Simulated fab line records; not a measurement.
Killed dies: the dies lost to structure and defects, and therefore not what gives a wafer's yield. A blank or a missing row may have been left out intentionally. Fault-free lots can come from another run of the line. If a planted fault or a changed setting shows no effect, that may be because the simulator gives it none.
The tool behind it: which one? :: flow nand_harc :: at 1 step of a route of 1302, 7 lots with 20 wafers sampled

WHAT EACH GAUGE READ, for each wafer
NHARC_A_DECK1_JOINT_THK_MEAS_14: measures by ellipsometry.
lot: L678
measured: day 11 21:07
on: film_metro-01
thk_nm (nm): 51.4 51.4 50.2

lot: L679
measured: day 12 12:11
on: film_metro-01
thk_nm (nm): 50.3 51.5 51.2

lot: L688
measured: day 16 08:13
on: film_metro-02
thk_nm (nm): 51.7 50.1 47.1

lot: L690
measured: day 17 11:11
on: film_metro-02
thk_nm (nm): 51.5 51.0

lot: L695
measured: day 19 01:38
on: film_metro-01
thk_nm (nm): 51.2 50.6 50.7

lot: L697
measured: day 20 02:02
on: film_metro-01
thk_nm (nm): 54.2 53.4 53.3

lot: L699
measured: day 20 18:38
on: film_metro-02
thk_nm (nm): 53.8 52.2 52.7

EACH LOT AND THE TOOL THAT RAN IT (in order: tool; ch and the chambers of the sampled wafers; start)
The record shows no process step preceding these readings.

THE ANSWER, worked out from the rows above alone
Rule: the usual values come from the lots themselves. Put in order of their means at a reading, lots are off if they are a third of the lots or fewer, leave a main group of 4 or more, and stand apart from it by a gap of 3 or more times the standard deviation of the main group's means; of several such gaps the widest counts. A main group is skipped when, at the precision printed for the reading in the tables above, its means are all equal. Also off: a lot with no number at a reading for which 4 or more lots have one. Where the step has rows for the other lots, those lots are counted as sound.
Across all readings shown, no lot is off: no conclusion can be drawn from this.

WHAT THE SIMULATOR PUT IN
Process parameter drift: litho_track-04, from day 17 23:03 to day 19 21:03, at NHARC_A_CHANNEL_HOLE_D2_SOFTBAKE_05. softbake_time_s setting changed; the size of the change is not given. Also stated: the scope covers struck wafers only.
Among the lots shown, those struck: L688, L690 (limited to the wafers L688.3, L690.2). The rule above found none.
